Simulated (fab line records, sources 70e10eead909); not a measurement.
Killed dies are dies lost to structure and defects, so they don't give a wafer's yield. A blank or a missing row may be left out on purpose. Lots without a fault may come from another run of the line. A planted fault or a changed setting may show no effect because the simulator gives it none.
Which tool did it? | flow nand_harc | 21 lots, 63 wafers sampled, at 6 steps of a route of 1159

WHAT THE GAUGES READ, wafer by wafer
The record holds no reading of a measuring or inspecting step that can be judged against a usual standard deviation.

WHICH TOOL RAN EACH LOT (tool, then ch and the chambers of the sampled wafers, then the start)
lot  | NHARC_A_STAIRCASE_TRIM_16      | NHARC_A_STAIRCASE_ETCH_25      | NHARC_A_STAIRCASE_ETCH_27      | NHARC_A_STAIRCASE_TRIM_193     | NHARC_A_STAIRCASE_TRIM_200     | NHARC_A_STAIRCASE_TRIM_224
L074 | rie_diel-09 ch 0,1,3, no start | rie_diel-11 ch 0,1,3, no start | rie_diel-11 ch 1,2,3, no start | rie_diel-09 ch 1,2, no start   | rie_diel-13 ch 1,3, no start   | rie_diel-11 ch 0,3, no start
L075 | rie_diel-11 ch 0,1,3, no start | rie_diel-09 ch 2,3, no start   | rie_diel-09 ch 1,3, no start   | rie_diel-13 ch 0,1,2, no start | rie_diel-13 ch 2,3, no start   | rie_diel-13 ch 0,1,3, no start
L077 | rie_diel-09 ch 0,2,3, no start | rie_diel-09 ch 2,3, no start   | rie_diel-09 ch 0,1, no start   | rie_diel-13 ch 0,1,2, no start | rie_diel-11 ch 2,3, no start   | rie_diel-11 ch 1,3, no start
L078 | rie_diel-11 ch 1,2,3, no start | rie_diel-11 ch 0,1, no start   | rie_diel-11 ch 0,1, no start   | rie_diel-13 ch 0,1,3, no start | rie_diel-13 ch 0,1,3, no start | rie_diel-11 ch 0,1, no start
L079 | rie_diel-13 ch 1,2,3, no start | rie_diel-11 ch 0,2,3, no start | rie_diel-11 ch 0,1,3, no start | rie_diel-11 ch 1,2,3, no start | rie_diel-09 ch 0,1,3, no start | rie_diel-13 ch 2,3, no start
L082 | rie_diel-09 ch 0,2,3, no start | rie_diel-11 ch 0,2, no start   | rie_diel-11 ch 1,2, no start   | rie_diel-11 ch 0,2,3, no start | rie_diel-11 ch 0,1, no start   | rie_diel-13 ch 0,3, no start
L080 | rie_diel-11 ch 0,1,2, no start | rie_diel-09 ch 2,3, no start   | rie_diel-09 ch 0,2,3, no start | rie_diel-13 ch 0,1,3, no start | rie_diel-09 ch 0,3, no start   | rie_diel-13 ch 0,1,3, no start
L084 | rie_diel-13 ch 1,3, no start   | rie_diel-11 ch 2,3, no start   | rie_diel-11 ch 0,2,3, no start | rie_diel-09 ch 0,2, no start   | rie_diel-09 ch 2,3, no start   | rie_diel-11 ch 0,2, no start
L086 | rie_diel-13 ch 0,1, no start   | rie_diel-13 ch 1,3, no start   | rie_diel-13 ch 0,3, no start   | rie_diel-11 ch 0,1,3, no start | rie_diel-09 ch 2,3, no start   | rie_diel-13 ch 1,2, no start
L088 | rie_diel-09 ch 2,3, no start   | rie_diel-09 ch 0,1, no start   | rie_diel-09 ch 0,1,2, no start | rie_diel-13 ch 0,1, no start   | rie_diel-13 ch 0,1,3, no start | rie_diel-11 ch 1,2,3, no start
L085 | rie_diel-09 ch 0,1,2, no start | rie_diel-13 ch 0,1,3, no start | rie_diel-13 ch 0,3, no start   | rie_diel-09 ch 0,1,3, no start | rie_diel-11 ch 0,3, no start   | rie_diel-09 ch 0,1,3, no start
L087 | rie_diel-13 ch 2,3, no start   | rie_diel-09 ch 0,1, no start   | rie_diel-09 ch 1,2,3, no start | rie_diel-13 ch 0,1,3, no start | rie_diel-13 ch 0,2,3, no start | rie_diel-11 ch 1,2,3, no start
L089 | rie_diel-13 ch 0,2,3, no start | rie_diel-09 ch 0,1,2, no start | rie_diel-09 ch 0,1,3, no start | rie_diel-11 ch 1,2, no start   | rie_diel-09 ch 0,1,2, no start | rie_diel-13 ch 0,3, no start
L090 | rie_diel-11 ch 1,2, no start   | rie_diel-11 ch 0,1, no start   | rie_diel-11 ch 0,1,2, no start | rie_diel-13 ch 0,1,2, no start | rie_diel-11 ch 0,2, no start   | rie_diel-11 ch 0,2,3, no start
L091 | rie_diel-09 ch 0,2,3, no start | rie_diel-13 ch 1,2,3, no start | rie_diel-13 ch 0,1,2, no start | rie_diel-13 ch 0,1,3, no start | rie_diel-09 ch 0,1,2, no start | rie_diel-11 ch 0,1,3, no start
L092 | rie_diel-09 ch 0,1,2, no start | rie_diel-09 ch 0,1,2, no start | rie_diel-09 ch 0,1, no start   | rie_diel-13 ch 0,1,2, no start | rie_diel-13 ch 0,1,3, no start | rie_diel-11 ch 2,3, no start
L094 | rie_diel-11 ch 0,1, no start   | rie_diel-13 ch 2,3, no start   | rie_diel-13 ch 0,1, no start   | rie_diel-11 ch 1,2, no start   | rie_diel-11 ch 2,3, no start   | rie_diel-11 ch 0,1, no start
L093 | rie_diel-09 ch 1,2, no start   | rie_diel-09 ch 1,2, no start   | rie_diel-09 ch 1,2,3, no start | rie_diel-09 ch 1,2,3, no start | rie_diel-09 ch 1,2,3, no start | rie_diel-11 ch 0,1,3, no start
L096 | rie_diel-11 ch 0,1,3, no start | rie_diel-13 ch 0,1,2, no start | rie_diel-13 ch 1,2, no start   | rie_diel-13 ch 1,2,3, no start | rie_diel-09 ch 0,1,2, no start | rie_diel-13 ch 1,2,3, no start
L095 | rie_diel-11 ch 0,1,3, no start | rie_diel-11 ch 1,2, no start   | rie_diel-11 ch 2,3, no start   | rie_diel-13 ch 0,1, no start   | rie_diel-09 ch 0,1,2, no start | rie_diel-13 ch 1,3, no start
L097 | rie_diel-09 ch 0,1, no start   | rie_diel-13 ch 0,2,3, no start | rie_diel-13 ch 0,1,3, no start | rie_diel-09 ch 0,1,3, no start | rie_diel-09 ch 0,2,3, no start | rie_diel-13 ch 0,1,2, no start
- NHARC_A_STAIRCASE_TRIM_16: chemistry O2, time 211.2 s.
- NHARC_A_STAIRCASE_ETCH_25: etches the open film in C4F8/O2, target depth 100 nm, time 40.5 s.
- NHARC_A_STAIRCASE_ETCH_27: etches the open film in C4F8/O2, target depth 100 nm, time 40.5 s.
- NHARC_A_STAIRCASE_TRIM_193: chemistry O2, time 211.2 s.
- NHARC_A_STAIRCASE_TRIM_200: chemistry O2, time 211.2 s.
- NHARC_A_STAIRCASE_TRIM_224: chemistry O2, time 211.2 s.

WHAT THE TOOLS THEMSELVES READ (means of the sampled wafers that have a number; where no wafer has one, the mark that the record gives instead)
NHARC_A_STAIRCASE_TRIM_16. Usual: drypump_motor_current_A 5.5 A, standard deviation 0.4; oes_product_au 1.001 a.u., standard deviation 0.009; rf_vpp_V 57.8 V, standard deviation 0.97; showerhead_plenum_p_Torr 3.50 Torr, standard deviation 0.15; throttle_valve_pct 17.037 %, standard deviation 0.01.
lot  | tool        | drypump_motor_current_A (A) | oes_product_au (a.u.) | rf_vpp_V (V) | showerhead_plenum_p_Torr (Torr) | throttle_valve_pct (%) | flag
L074 | rie_diel-09 | 5.2                         | 1.002                 | 56.9         | 3.40                            | 17.039                 |
L075 | rie_diel-11 | 5.7                         | 1.009                 | 57.8         | 3.46                            | 17.045                 |
L077 | rie_diel-09 | 5.1                         | 1.004                 | 58.8         | 3.49                            | 17.032                 |
L078 | rie_diel-11 | 5.7                         | 1.011                 | 58.4         | 3.50                            | 17.028                 |
L079 | rie_diel-13 | 5.9                         | 0.992                 | 57.6         | 3.35                            | 17.033                 |
L082 | rie_diel-09 | 5.1                         | 0.999                 | 57.6         | 3.49                            | 17.042                 |
L080 | rie_diel-11 | 5.7                         | 1.003                 | 58.0         | 3.45                            | 17.045                 |
L084 | rie_diel-13 | 6.1                         | 1.001                 | 58.9         | 3.69                            | 17.028                 |
L086 | rie_diel-13 | 5.4                         | 1.001                 | 57.7         | 3.54                            | 17.035                 |
L088 | rie_diel-09 | 5.3                         | 0.996                 | 58.1         | 3.55                            | 17.042                 |
L085 | rie_diel-09 | 5.2                         | 0.993                 | 58.4         | 3.57                            | 17.041                 |
L087 | rie_diel-13 | 6.2                         | 1.005                 | 57.8         | 3.64                            | 17.052                 |
L089 | rie_diel-13 | 5.9                         | 0.998                 | 58.6         | 3.57                            | 17.043                 |
L090 | rie_diel-11 | 5.8                         | 1.004                 | 57.3         | 3.49                            | 17.036                 |
L091 | rie_diel-09 | 5.1                         | 1.000                 | 57.7         | 3.48                            | 17.030                 |
L092 | rie_diel-09 | 5.2                         | 0.996                 | 58.4         | 3.56                            | 17.041                 |
L094 | rie_diel-11 | 5.6                         | 1.004                 | 57.1         | 3.39                            | 17.046                 |
L093 | rie_diel-09 | 5.4                         | 0.998                 | 58.0         | 3.71                            | 17.033                 |
L096 | rie_diel-11 | 5.7                         | 1.009                 | 58.7         | 3.43                            | 17.042                 |
L095 | rie_diel-11 | 5.7                         | 1.005                 | 58.1         | 3.43                            | 17.034                 |
L097 | rie_diel-09 | 5.0                         | 0.995                 | 58.6         | 3.49                            | 17.040                 |

NHARC_A_STAIRCASE_ETCH_25. Usual: bias_w 1000 W, standard deviation 3.2; oes_product_au 0.943 a.u., standard deviation 0.01; rf_fwd_power_W 591.8 W, standard deviation 2.6; rf_vpp_V 895 V, standard deviation 5.4.
lot  | tool        | bias_w (W) | oes_product_au (a.u.) | rf_fwd_power_W (W) | rf_vpp_V (V) | flag
L074 | rie_diel-11 | 1001       | 0.943                 | 591.2              | 894          |
L075 | rie_diel-09 | 1000       | 0.934                 | 590.4              | 896          |
L077 | rie_diel-09 | 1002       | 0.929                 | 589.3              | 897          |
L078 | rie_diel-11 | 1001       | 0.934                 | 591.5              | 894          |
L079 | rie_diel-11 | 995        | 0.933                 | 593.9              | 893          |
L082 | rie_diel-11 | 1001       | 0.944                 | 593.0              | 892          |
L080 | rie_diel-09 | 997        | 0.939                 | 588.6              | 897          |
L084 | rie_diel-11 | 1003       | 0.940                 | 592.1              | 893          |
L086 | rie_diel-13 | 1003       | 0.936                 | 593.7              | 902          |
L088 | rie_diel-09 | 1000       | 0.935                 | 591.3              | 895          |
L085 | rie_diel-13 | 998        | 0.948                 | 590.2              | 899          |
L087 | rie_diel-09 | 1002       | 0.946                 | 590.6              | 895          |
L089 | rie_diel-09 | 1001       | 0.949                 | 592.9              | 896          |
L090 | rie_diel-11 | 997        | 0.944                 | 594.2              | 892          |
L091 | rie_diel-13 | 1002       | 0.953                 | 592.1              | 895          |
L092 | rie_diel-09 | 999        | 0.939                 | 592.9              | 897          |
L094 | rie_diel-13 | 999        | 0.940                 | 593.3              | 899          |
L093 | rie_diel-09 | 999        | 0.934                 | 591.0              | 900          |
L096 | rie_diel-13 | 1001       | 0.961                 | 590.3              | 893          |
L095 | rie_diel-11 | 1004       | 0.954                 | 592.6              | 895          |
L097 | rie_diel-13 | 1000       | 0.957                 | 590.9              | 897          |

NHARC_A_STAIRCASE_ETCH_27. Usual: bias_w 1000.0 W, standard deviation 2.9; oes_product_au 0.944 a.u., standard deviation 0.0097; rf_fwd_power_W 591.7 W, standard deviation 2; rf_vpp_V 895 V, standard deviation 5.4.
lot  | tool        | bias_w (W) | oes_product_au (a.u.) | rf_fwd_power_W (W) | rf_vpp_V (V) | flag
L074 | rie_diel-11 | 997.4      | 0.944                 | 590.7              | 896          |
L075 | rie_diel-09 | 998.9      | 0.928                 | 590.8              | 893          |
L077 | rie_diel-09 | 999.4      | 0.934                 | 594.5              | 889          |
L078 | rie_diel-11 | 999.8      | 0.942                 | 591.5              | 894          |
L079 | rie_diel-11 | 999.3      | 0.947                 | 593.4              | 894          |
L082 | rie_diel-11 | 998.9      | 0.954                 | 592.2              | 895          |
L080 | rie_diel-09 | 1002.9     | 0.944                 | 592.1              | 895          |
L084 | rie_diel-11 | 1000.6     | 0.963                 | 592.8              | 892          |
L086 | rie_diel-13 | 1001.3     | 0.940                 | 591.6              | 900          |
L088 | rie_diel-09 | 999.7      | 0.941                 | 590.7              | 898          |
L085 | rie_diel-13 | 1000.5     | 0.942                 | 590.7              | 903          |
L087 | rie_diel-09 | 999.9      | 0.941                 | 590.7              | 899          |
L089 | rie_diel-09 | 1003.4     | 0.951                 | 592.0              | 897          |
L090 | rie_diel-11 | 1001.1     | 0.944                 | 592.0              | 893          |
L091 | rie_diel-13 | 1000.4     | 0.954                 | 590.9              | 893          |
L092 | rie_diel-09 | 999.3      | 0.938                 | 592.0              | 900          |
L094 | rie_diel-13 | 997.9      | 0.942                 | 592.5              | 894          |
L093 | rie_diel-09 | 999.6      | 0.937                 | 591.7              | 899          |
L096 | rie_diel-13 | 996.3      | 0.942                 | 590.3              | 890          |
L095 | rie_diel-11 | 1002.2     | 0.957                 | 591.2              | 893          |
L097 | rie_diel-13 | 1001.1     | 0.944                 | 591.6              | 898          |

NHARC_A_STAIRCASE_TRIM_193. Usual: drypump_motor_current_A 5.6 A, standard deviation 0.39; oes_product_au 1.002 a.u., standard deviation 0.0086; rf_vpp_V 57.8 V, standard deviation 0.86; showerhead_plenum_p_Torr 3.49 Torr, standard deviation 0.14; throttle_valve_pct 17.037 %, standard deviation 0.0093.
lot  | tool        | drypump_motor_current_A (A) | oes_product_au (a.u.) | rf_vpp_V (V) | showerhead_plenum_p_Torr (Torr) | throttle_valve_pct (%) | flag
L074 | rie_diel-09 | 5.3                         | 0.992                 | 57.4         | 3.47                            | 17.045                 |
L075 | rie_diel-13 | 5.5                         | 0.996                 | 57.6         | 3.46                            | 17.029                 |
L077 | rie_diel-13 | 5.5                         | 0.989                 | 57.6         | 3.46                            | 17.045                 |
L078 | rie_diel-13 | 5.8                         | 0.990                 | 57.0         | 3.44                            | 17.036                 |
L079 | rie_diel-11 | 5.8                         | 1.003                 | 57.3         | 3.50                            | 17.033                 |
L082 | rie_diel-11 | 5.7                         | 1.004                 | 58.0         | 3.41                            | 17.032                 |
L080 | rie_diel-13 | 5.8                         | 1.010                 | 57.9         | 3.62                            | 17.020                 |
L084 | rie_diel-09 | 5.0                         | 1.001                 | 58.1         | 3.42                            | 17.037                 |
L086 | rie_diel-11 | 5.7                         | 1.002                 | 57.1         | 3.44                            | 17.029                 |
L088 | rie_diel-13 | 5.4                         | 1.003                 | 57.4         | 3.54                            | 17.031                 |
L085 | rie_diel-09 | 5.2                         | 1.002                 | 58.3         | 3.56                            | 17.040                 |
L087 | rie_diel-13 | 5.8                         | 1.006                 | 57.6         | 3.61                            | 17.043                 |
L089 | rie_diel-11 | 5.7                         | 1.009                 | 57.5         | 3.52                            | 17.037                 |
L090 | rie_diel-13 | 5.5                         | 1.005                 | 57.5         | 3.45                            | 17.036                 |
L091 | rie_diel-13 | 5.8                         | 0.998                 | 58.1         | 3.61                            | 17.046                 |
L092 | rie_diel-13 | 5.5                         | 1.010                 | 58.2         | 3.45                            | 17.045                 |
L094 | rie_diel-11 | 5.7                         | 1.010                 | 57.5         | 3.52                            | 17.037                 |
L093 | rie_diel-09 | 5.3                         | 0.999                 | 58.5         | 3.62                            | 17.040                 |
L096 | rie_diel-13 | 5.9                         | 1.008                 | 57.5         | 3.51                            | 17.043                 |
L095 | rie_diel-13 | 5.4                         | 1.007                 | 57.1         | 3.53                            | 17.041                 |
L097 | rie_diel-09 | 5.2                         | 0.993                 | 58.6         | 3.55                            | 17.037                 |

NHARC_A_STAIRCASE_TRIM_200. Usual: drypump_motor_current_A 5.5 A, standard deviation 0.41; oes_product_au 1.000 a.u., standard deviation 0.0098; rf_vpp_V 57.7 V, standard deviation 0.97; showerhead_plenum_p_Torr 3.50 Torr, standard deviation 0.15; throttle_valve_pct 17.036 %, standard deviation 0.0089.
lot  | tool        | drypump_motor_current_A (A) | oes_product_au (a.u.) | rf_vpp_V (V) | showerhead_plenum_p_Torr (Torr) | throttle_valve_pct (%) | flag
L074 | rie_diel-13 | 6.1                         | 0.996                 | 56.9         | 3.34                            | 17.040                 |
L075 | rie_diel-13 | 6.2                         | 0.995                 | 57.3         | 3.29                            | 17.031                 |
L077 | rie_diel-11 | 5.8                         | 0.999                 | 58.4         | 3.46                            | 17.034                 |
L078 | rie_diel-13 | 5.7                         | 0.986                 | 57.2         | 3.44                            | 17.029                 |
L079 | rie_diel-09 | 5.1                         | 1.004                 | 57.6         | 3.58                            | 17.044                 |
L082 | rie_diel-11 | 5.6                         | 1.015                 | 56.8         | 3.40                            | 17.033                 |
L080 | rie_diel-09 | 5.0                         | 0.996                 | 57.0         | 3.42                            | 17.038                 |
L084 | rie_diel-09 | 5.3                         | 0.999                 | 56.7         | 3.56                            | 17.038                 |
L086 | rie_diel-09 | 5.3                         | 0.995                 | 57.6         | 3.54                            | 17.030                 |
L088 | rie_diel-13 | 5.8                         | 0.993                 | 58.2         | 3.61                            | 17.036                 |
L085 | rie_diel-11 | 5.6                         | 1.006                 | 56.5         | 3.36                            | 17.032                 |
L087 | rie_diel-13 | 5.9                         | 1.009                 | 58.2         | 3.57                            | 17.033                 |
L089 | rie_diel-09 | 5.2                         | 0.997                 | 57.4         | 3.56                            | 17.042                 |
L090 | rie_diel-11 | 5.7                         | 1.005                 | 56.8         | 3.41                            | 17.030                 |
L091 | rie_diel-09 | 5.2                         | 0.994                 | 58.1         | 3.56                            | 17.044                 |
L092 | rie_diel-13 | 5.8                         | 1.000                 | 58.6         | 3.61                            | 17.028                 |
L094 | rie_diel-11 | 5.8                         | 1.008                 | 57.9         | 3.44                            | 17.040                 |
L093 | rie_diel-09 | 5.3                         | 1.001                 | 58.3         | 3.62                            | 17.035                 |
L096 | rie_diel-09 | 5.2                         | 0.987                 | 58.1         | 3.56                            | 17.030                 |
L095 | rie_diel-09 | 5.2                         | 1.005                 | 57.5         | 3.56                            | 17.032                 |
L097 | rie_diel-09 | 5.1                         | 0.997                 | 57.8         | 3.47                            | 17.028                 |

NHARC_A_STAIRCASE_TRIM_224. Usual: drypump_motor_current_A 5.7 A, standard deviation 0.36; oes_product_au 1.005 a.u., standard deviation 0.0086; rf_vpp_V 57.6 V, standard deviation 0.88; showerhead_plenum_p_Torr 3.48 Torr, standard deviation 0.15; throttle_valve_pct 17.037 %, standard deviation 0.0087.
lot  | tool        | drypump_motor_current_A (A) | oes_product_au (a.u.) | rf_vpp_V (V) | showerhead_plenum_p_Torr (Torr) | throttle_valve_pct (%) | flag
L074 | rie_diel-11 | 5.6                         | 1.014                 | 57.2         | 3.38                            | 17.039                 |
L075 | rie_diel-13 | 5.8                         | 0.991                 | 57.9         | 3.44                            | 17.037                 |
L077 | rie_diel-11 | 5.7                         | 1.005                 | 58.4         | 3.53                            | 17.032                 |
L078 | rie_diel-11 | 5.6                         | 1.012                 | 58.0         | 3.49                            | 17.046                 |
L079 | rie_diel-13 | 6.0                         | 0.997                 | 57.0         | 3.31                            | 17.035                 |
L082 | rie_diel-13 | 6.2                         | 1.002                 | 58.7         | 3.74                            | 17.028                 |
L080 | rie_diel-13 | 5.8                         | 1.009                 | 58.2         | 3.61                            | 17.041                 |
L084 | rie_diel-11 | 5.7                         | 1.008                 | 58.0         | 3.41                            | 17.033                 |
L086 | rie_diel-13 | 5.5                         | 1.004                 | 57.7         | 3.40                            | 17.033                 |
L088 | rie_diel-11 | 5.7                         | 1.009                 | 57.3         | 3.49                            | 17.028                 |
L085 | rie_diel-09 | 5.2                         | 1.002                 | 57.8         | 3.56                            | 17.037                 |
L087 | rie_diel-11 | 5.8                         | 1.008                 | 57.4         | 3.48                            | 17.030                 |
L089 | rie_diel-13 | 6.2                         | 1.001                 | 57.6         | 3.73                            | 17.039                 |
L090 | rie_diel-11 | 5.7                         | 1.017                 | 57.6         | 3.40                            | 17.038                 |
L091 | rie_diel-11 | 5.7                         | 1.010                 | 57.1         | 3.43                            | 17.032                 |
L092 | rie_diel-11 | 5.8                         | 1.002                 | 57.4         | 3.45                            | 17.040                 |
L094 | rie_diel-11 | 5.6                         | 1.019                 | 56.9         | 3.39                            | 17.037                 |
L093 | rie_diel-11 | 5.7                         | 1.007                 | 57.7         | 3.43                            | 17.035                 |
L096 | rie_diel-13 | 5.9                         | 1.003                 | 57.3         | 3.51                            | 17.034                 |
L095 | rie_diel-13 | 6.1                         | 0.996                 | 58.1         | 3.67                            | 17.045                 |
L097 | rie_diel-13 | 5.5                         | 1.010                 | 57.0         | 3.44                            | 17.047                 |

THE ANSWER, worked out from the rows above alone
Rule: a lot is off if the mean of its wafers that have a number lies more than 3 standard deviations from the usual mean. A lot without any number at a reading at which 4 lots or more have one is off too. The other lots that the step has rows for count as sound. The gauges are gone through in route order, then the tools' own readings, and for those a lot's mean is taken as printed above. The first step at which some lot is off is used, and at that step the reading that is off furthest; a lot without a number counts as furthest.
No lot is off at any reading shown: from this, nothing can be told.

WHAT THE SIMULATOR HAD PUT IN
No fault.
